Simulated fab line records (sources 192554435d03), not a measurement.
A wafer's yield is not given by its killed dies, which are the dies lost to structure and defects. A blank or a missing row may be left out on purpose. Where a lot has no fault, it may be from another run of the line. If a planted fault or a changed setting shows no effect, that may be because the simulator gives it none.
Split-lot trial | flow n5-finfet | 21 wafers read from 7 lots, route of 1938 steps

THE SPLIT
At N5_BEOL_M5_COAT_05 (resist thk 30 nm), the setting spin-rpm was moved away from the recipe's 1500 rpm on 9 of the 21 wafers read, by -9.5% to +8.0%. For the rest of the wafers, this setting stayed at what the recipe calls for.

FROM THE SPLIT TO THE READING: what the file shows between them, 2 steps
- N5_BEOL_M5_EBR_07
- N5_BEOL_M5_SOFTBAKE_06: time 60 s

THE READING
CAR-EUV_of_BEOL_M5_COAT_05.thk-nm (the simulator's own value, which no gauge read), in nm, at N5_BEOL_M5_DESCUM_16 (chemistry O2, time 7 s). The file gives no usual value for it. Across the 12 wafers here that went through the recipe, the average is 26.1 nm and the standard deviation 0.17 nm.

wafer  | tool, chamber at the split | spin-rpm as run, rpm | against the recipe | CAR-EUV_of_BEOL_M5_COAT_05.thk-nm, nm | against lot-mates on the recipe
L074.1 | litho-track-01, 0          | 1500                 | recipe             | 26.2                                  | -
L074.2 | litho-track-01, 0          | 1500                 | recipe             | 26.2                                  | -
L074.5 | litho-track-01, 0          | 1500                 | recipe             | 26.4                                  | -
L079.3 | litho-track-05, 0          | 1604                 | +6.9%              | 25                                    | -1.0
L079.4 | litho-track-05, 0          | 1604                 | +6.9%              | 25                                    | -1.0
L079.5 | litho-track-05, 0          | 1500                 | recipe             | 26                                    | -
L081.1 | litho-track-01, 0          | 1578                 | +5.2%              | 25.4                                  | -0.8
L081.2 | litho-track-01, 0          | 1500                 | recipe             | 26.2                                  | -
L081.3 | litho-track-01, 0          | 1578                 | +5.2%              | 25.2                                  | -1.0
L080.3 | litho-track-01, 0          | 1601                 | +6.7%              | 25.2                                  | -1.0
L080.5 | litho-track-01, 0          | 1601                 | +6.7%              | 25.4                                  | -0.8
L080.6 | litho-track-01, 0          | 1500                 | recipe             | 26.2                                  | -
L089.1 | litho-track-02, 0          | 1358                 | -9.5%              | 27.6                                  | +1.6
L089.2 | litho-track-02, 0          | 1500                 | recipe             | 26                                    | -
L089.6 | litho-track-02, 0          | 1500                 | recipe             | 26                                    | -
L092.2 | litho-track-01, 0          | 1500                 | recipe             | 26.2                                  | -
L092.5 | litho-track-01, 0          | 1500                 | recipe             | 26.2                                  | -
L092.4 | litho-track-01, 0          | 1585                 | +5.7%              | 25.2                                  | -1.0
L094.1 | litho-track-05, 0          | 1500                 | recipe             | 25.8                                  | -
L094.3 | litho-track-05, 0          | 1500                 | recipe             | 25.8                                  | -
L094.6 | litho-track-05, 0          | 1620                 | +8.0%              | 24.6                                  | -1.2

THE FIT
A straight line over all 21 wafers: CAR-EUV_of_BEOL_M5_COAT_05.thk-nm changes by -0.155 nm for each +1% of spin-rpm; r = -0.97; the points scatter about the line by 0.18 nm.
The same after taking each lot's own level away (the mean of its wafers on the recipe; 21 wafers): -0.156 nm for each +1%; r = -0.99; scatter 0.094 nm.
That fit puts the effect of the largest move of spin-rpm on the reading at 1.5 nm.
Measured against the standard deviation above, the lots' own levels, which go from 25.80 to 26.27 nm, span 2.7 times it.
The two slopes agree, so the slope changes little with the lot-to-lot level.
Check: +1.41 nm against its lot-mates is what the line predicts for one of the wafers moved furthest among these (-9.5%) when that wafer is left out of the fit. It came out at +1.6 nm against them.

FURTHER SPLITS ON THESE WAFERS
Before the reading, these wafers also passed through other splits. Each is held against what the fit with the lots' levels taken away leaves over:
other split on the same wafers | wafers away from the commonest value | r with CAR-EUV_of_BEOL_M5_COAT_05.thk-nm (lot level and that fit taken away)
N5_BEOL_M3_EXPOSE_08 dose-mj   | 8                                    | +0.16
N5_BEOL_M5_COAT_71 spin-rpm    | 9                                    | -0.14

THE WHOLE CHAIN: every reading that the file lists as answering this split, in the file's order
step                 | what it does           | reading                                                                            | change (the file's fit)               | r (the file's)
N5_BEOL_M5_COAT_05   | resist thk 30 nm       | CAR-EUV_of_BEOL_M5_COAT_05.thk-nm (the simulator's own value, which no gauge read) | -0.154 nm for each +1% of the setting | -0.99
N5_BEOL_M5_DESCUM_16 | chemistry O2, time 7 s | CAR-EUV_of_BEOL_M5_COAT_05.thk-nm (the simulator's own value, which no gauge read) | -0.157 nm for each +1% of the setting | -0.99

FILE'S OWN FIT
CAR-EUV_of_BEOL_M5_COAT_05.thk-nm changes by -0.157 nm for each +1% of spin-rpm, r = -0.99.
